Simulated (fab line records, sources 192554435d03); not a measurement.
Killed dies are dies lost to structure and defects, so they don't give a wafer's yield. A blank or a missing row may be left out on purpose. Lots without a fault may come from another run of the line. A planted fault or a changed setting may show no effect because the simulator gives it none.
A struck lot beside a sound one | flow n5_finfet | 41 steps out of a route of 1938
Sound: wafers L245.2, L245.4, L245.5. Struck: wafer L235.2. (L235.5, L235.6 of the same lot were not struck and are left out.) The cause comes at the end.
At each step with rows: each side's tool, then ch and its chambers, then its first start. Under that, the readings that differ: sound wafers | struck wafers | difference of the means | sigmas: that difference in standard deviations of wafers without a fault.
alike: readings whose means differ by less than 2 such deviations, and words and numbers that are the same on both sides. not compared: withheld readings, readings that some wafer has no value for, bounds like >300 that may hide the same value, and numbers for which the record gives no deviation and whose values overlap.
The two part at a step that has a row with sigmas, a row that says differs or no value, or rows on one side only. Numbers that don't overlap but have no deviation are shown without sigmas and don't part them. A reading that every wafer of one side lacks parts them only if that side has two wafers or more.

first, 12 steps without rows for these wafers: N5_HKMG_FIN_ETCH_31 (etches SiARC in CF4, target depth 45.5 nm, time 75.8 s); N5_HKMG_FIN_ETCH_32 (etches SOC in N2/H2, target depth 240 nm, time 300 s); N5_HKMG_FIN_STRIP_33 (strips in N2/H2); N5_HKMG_FIN_STRIP_34 (strips in CF4); N5_HKMG_FIN_ETCH_35 (etches SOC in N2/H2, target depth 215.8 nm, time 243.4 s); N5_HKMG_FIN_STRIP_92 (strips SOC in N2/H2, time 20 s); N5_HKMG_FIN_WET_ETCH_18 (etches TiN in SC1, time 55 s, target depth 5.2 nm, rinse time 30 s); N5_HKMG_FIN_STRIP_19 (strips in N2/H2, time 360 s); N5_HKMG_FIN_ALD_91 (deposits TiN, target thk 1 nm, pulse time 1 s, purge time 3 s); N5_HKMG_FIN_COAT_85 (time 60 s, resist thk 300 nm); N5_HKMG_FIN_ETCH_86 (etches SOC in N2/H2, stops on TiN, target depth 393.2 nm); N5_HKMG_FIN_STRIP_89 (strips SOC in N2/H2, time 20 s).
N5_HKMG_FIN_WET_ETCH_87: etches TiN in SC1, time 154.2 s, target depth 4.7 nm, rinse time 30 s.
  sound on wet_bench-05 ch 0,3,4, day 8 05:08; struck on wet_bench-02 ch 2, day 5 22:26
  alike: h2o2_flow_mL_min
then, 27 steps without rows for these wafers: N5_HKMG_FIN_STRIP_88 (strips in N2/H2, time 360 s); N5_HKMG_FIN_NWFM_ALD_20 (deposits TiAlC, target thk 2 nm, pulse time 3 s, purge time 2 s); N5_HKMG_FIN_ALD_71 (deposits TiN, target thk 1 nm, pulse time 1 s, purge time 3 s); N5_HKMG_FIN_COAT_66 (time 60 s, resist thk 300 nm); N5_HKMG_FIN_ETCH_67 (etches SOC in N2/H2, stops on TiN, target depth 388.9 nm); N5_HKMG_FIN_STRIP_90 (strips SOC in N2/H2, time 20 s); N5_HKMG_FIN_WET_ETCH_73 (etches the open film in SC1, time 42.3 s, target depth 1.3 nm, rinse time 30 s); N5_HKMG_FIN_ETCHBACK_68 (etches the open film in Cl2/Ar, stops on HfO2, target depth 0.5 nm); N5_HKMG_FIN_STRIP_69 (strips in N2/H2, time 360 s); N5_HKMG_FIN_ALD_21 (deposits TiN, target thk 1.5 nm, pulse time 1 s, purge time 3 s); N5_HKMG_FIN_ALD_72 (deposits W, target thk 2 nm, pulse time 1 s, purge time 2 s); N5_HKMG_FIN_W_FILL_22 (material W, target thk 60 nm, time 18.2 s); N5_HKMG_FIN_PRECLEAN_83 (cleans in DIW, time 57.5 s); N5_HKMG_FIN_SRD_84 (dry time 32 s); N5_HKMG_FIN_CMP_23 (polishes, stops on SiNx, t overpolish 10 s, target thk 46.326 nm); N5_HKMG_FIN_CMP_94 (polishes, stops on SiNx, t overpolish 4.7 s, target thk 43.299 nm); N5_GATE_CUT_ETCHBACK_00 (etches W in SF6/Cl2); N5_GATE_CUT_ETCH_56 (etches TiN in Cl2/Ar, target depth 21.6 nm); N5_GATE_CUT_ETCHBACK_30 (etches TiN in Cl2/Ar, target depth 3 nm); N5_GATE_CUT_VAPOR_ETCH_60 (etches HfO2 in BCl3/Cl2); N5_GATE_CUT_ETCH_58 (etches SiNx in CH3F/O2, target depth 17 nm, time 128.6 s); N5_GATE_CUT_STRIP_59 (strips in N2/H2, time 20 s); N5_GATE_CUT_PRECLEAN_31 (cleans in DIW, time 300 s); N5_GATE_CUT_SRD_32 (time 30 s); N5_GATE_CUT_SAC_CAP_01 (material SiNx, target thk 24 nm, pulse time 1 s, ald cycles 480); N5_GATE_CUT_PECVD_57 (deposits SiNx from SiH4/NH3/N2, target thk 21 nm); N5_GATE_CUT_CMP_02 (polishes, stops on SiO2, t overpolish 12.7 s, target thk 0 nm).
-- the record jumps here: 9 days lie between the struck wafers' starts before and after (it left off in module GATE_CUT and takes up again in module PASSIVATION, whose first step shown is number 1936 of the route) --
N5_PASSIVATION_PROBE_49:
  the record has rows for the struck wafers here (prober-01, day 14 12:22) and none for the sound ones

WHERE THEY PART
Only at N5_PASSIVATION_PROBE_49, within this record.

WHY: what the simulator had put in
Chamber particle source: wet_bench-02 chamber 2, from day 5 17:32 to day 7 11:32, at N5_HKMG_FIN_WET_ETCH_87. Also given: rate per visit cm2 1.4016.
